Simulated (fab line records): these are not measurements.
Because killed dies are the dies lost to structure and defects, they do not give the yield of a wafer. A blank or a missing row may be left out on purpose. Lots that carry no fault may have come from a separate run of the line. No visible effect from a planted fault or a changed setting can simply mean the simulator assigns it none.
A struck lot beside a sound one -- flow nand_harc -- 15 steps out of a route of 1159
Sound: the wafers L491.4, L491.5, L491.6. The struck wafers were L499.2, L499.3, L499.6. The cause is given at the end.
Each step with rows lists, per side, the tool, then ch with its chambers, then its first start. Under that, the readings that differ: sound wafers -- struck wafers -- difference of the means -- sigmas: that difference in standard deviations of wafers without a fault.
alike: readings whose means differ by less than 2 such deviations, and words and numbers that are the same on both sides. not compared: withheld readings, readings that some wafer has no value for, bounds like >300 that may hide the same value, and numbers for which the record gives no deviation and whose values overlap.
A row with sigmas, a row that says differs or no value, or rows on one side alone: a step with any of these is where the two part. When numbers do not overlap yet have no deviation, they are printed without sigmas and do not part them. A reading that every wafer of one side lacks parts them only if that side has two wafers or more.

NHARC_A_CONTACT_ETCH_113: etches the open film in C4F8/O2/Ar, time 94 s, target depth 922 nm.
  sound on har_cap_etch-02 ch 0,1, day 16 08:31; struck on har_cap_etch-03 ch 0, day 18 16:19
  alike: chamber_pressure_mTorr, oes_air_line_au
  not compared: rf_hours_counter_h
NHARC_A_CONTACT_ETCH_114: etches the open film in C4F8/O2/Ar, time 94 s, target depth 922 nm.
  sound on har_cap_etch-02 ch 0,1, day 16 08:38; struck on har_cap_etch-03 ch 0, day 18 16:24
  alike: chamber_pressure_mTorr, oes_air_line_au
  not compared: rf_hours_counter_h
then, 3 steps without rows for these wafers: NHARC_A_CONTACT_ETCH_115 (etches the open film in C4F8/O2/Ar, time 94 s, target depth 922 nm); NHARC_A_CONTACT_ETCH_116 (etches the open film in C4F8/O2/Ar, time 94 s, target depth 922 nm); NHARC_A_CONTACT_ETCH_117 (etches the open film in C4F8/O2/Ar, time 94 s, target depth 922 nm).
NHARC_A_CONTACT_ETCH_118: etches the open film in C4F8/O2/Ar, time 94 s, target depth 922 nm.
  sound on har_cap_etch-02 ch 0,1, day 16 09:07; struck on har_cap_etch-03 ch 0, day 18 16:46
  alike: chamber_pressure_mTorr, oes_air_line_au
  not compared: rf_hours_counter_h
then, 3 steps without rows for these wafers: NHARC_A_CONTACT_ETCH_119 (etches the open film in C4F8/O2/Ar, time 94 s, target depth 922 nm); NHARC_A_CONTACT_ETCH_120 (etches the open film in C4F8/O2/Ar, time 94 s, target depth 922 nm); NHARC_A_CONTACT_ETCH_121 (etches the open film in C4F8/O2/Ar, time 94 s, target depth 922 nm).
NHARC_A_CONTACT_ETCH_122: etches the open film in C4F8/O2/Ar, time 95 s, target depth 930 nm.
  sound on har_cap_etch-02 ch 0,1, day 16 09:36; struck on har_cap_etch-03 ch 0, day 18 17:08
reading,sound,struck,difference,sigmas
chamber_pressure_mTorr (mTorr),20.099 20.006 20.022,19.977 19.993 19.985,-0.057,-3
  alike: oes_air_line_au
  not compared: rf_hours_counter_h
NHARC_A_CONTACT_ETCH_123: etches the open film in C4F8/O2/Ar, time 253 s, target depth 1090 nm.
  sound on har_cap_etch-02 ch 0,1, day 16 09:49; struck on har_cap_etch-03 ch 0, day 18 17:14
  alike: chamber_pressure_mTorr, oes_air_line_au
  not compared: rf_hours_counter_h
then, 1 step without rows for these wafers: NHARC_A_CONTACT_ETCH_90 (etches the open film in CH3F/O2, target depth 40 nm, time 85.7 s).
NHARC_A_CONTACT_ETCH_96: etches the open film in C4F6/O2, target depth 20 nm, time 10 s.
  sound on rie_diel-02 ch 2,3, day 16 10:31; struck on rie_diel-02 ch 0,2,3, day 18 17:58
  no value came back on the struck wafers for any of 7 readings (bias_w (W), c4f6_flow_sccm (sccm) and others); on the sound wafers bias_w (W) reads 501.9 501.3 501.2
  not compared: rf_hours_counter_h
NHARC_A_CONTACT_CD_MEAS_53:
  struck on cd_sem-01, day 18 18:03; sound on cd_sem-01, day 16 10:37
  alike: cd_nm
-- the record jumps here: 3 days lie between the struck wafers' starts before and after (it left off in module A_CONTACT and takes up again in module END, whose first step shown is number 1159 of the route) --
NHARC_END_SORT_01:
  only the struck wafers appear in the record here, on prober-02 ch 0 at day 21 12:07; the sound ones have no rows

## WHERE THEY PART
Earliest at NHARC_A_CONTACT_ETCH_122; latest, in this record, at NHARC_END_SORT_01.

WHY: what the simulator had put in
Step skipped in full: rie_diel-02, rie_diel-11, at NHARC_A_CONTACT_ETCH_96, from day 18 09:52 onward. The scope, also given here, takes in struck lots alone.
